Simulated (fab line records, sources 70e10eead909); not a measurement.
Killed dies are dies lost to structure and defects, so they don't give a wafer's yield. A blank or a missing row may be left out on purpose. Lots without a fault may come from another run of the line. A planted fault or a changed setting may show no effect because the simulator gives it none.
Chamber matching | flow nand_harc | NHARC_A_CHANNEL_FILL_D2_ETCHBACK_20 on rie_diel-12: 4 sister chambers
The step etches the open film in C4F8/O2/Ar, target depth 27 nm, time 13.5 s. 8 wafers are shown with their chamber, then 9 later ones without.

WAFERS WITH THEIR CHAMBER
wafer  | chamber | rf_vpp_V (V) | oes_product_au (a.u.)
L080.5 | 2       | 987          | 0.957
L084.1 | 2       | 986          | 1.011
L084.6 | 1       | 972          | 0.988
L086.1 | 3       | 987          | 0.980
L086.4 | 1       | 973          | 1.008
L088.1 | 3       | 987          | 0.894
L088.2 | 0       | 984          | 0.928
L088.5 | 0       | 985          | 0.915

WAFERS WITHOUT THEIR CHAMBER
wafer  | rf_vpp_V (V) | oes_product_au (a.u.)
L091.1 | 987          | 0.961
L091.2 | 983          | 0.995
L091.3 | 973          | 0.991
L096.2 | 987          | 1.001
L096.3 | 984          | 0.986
L096.4 | 987          | 0.982
L097.1 | 987          | 0.923
L097.2 | 972          | 0.949
L097.5 | 974          | 0.944

WHICH CHAMBER EACH WENT THROUGH
wafer  | from the rows above     | in truth
L091.1 | can't be placed: 3 or 2 | 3
L091.2 | 0                       | 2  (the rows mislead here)
L091.3 | 1                       | 1
L096.2 | can't be placed: 2 or 3 | 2
L096.3 | 0                       | 0
L096.4 | can't be placed: 2 or 3 | 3
L097.1 | can't be placed: 3 or 2 | 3
L097.2 | 1                       | 1
L097.5 | 1                       | 1
Placed correctly: 4 of 9. Can't be placed from these rows: 4 (the true chamber is among the candidates in 4). Placed wrongly: 1.
How it was worked out, from the rows above alone: a wafer's distance from a chamber is the root of the sum, over the readings, of the square of ((its reading less the chamber's mean) divided by the reading's scatter). The wafer belongs to the nearest chamber; if the next one is less than 2 further off, it can't be placed. A chamber's mean is the mean of its shown wafers. The scatter: the root of (the sum of the squares of (reading less its chamber's mean) over the shown wafers, divided by (wafers less chambers)).
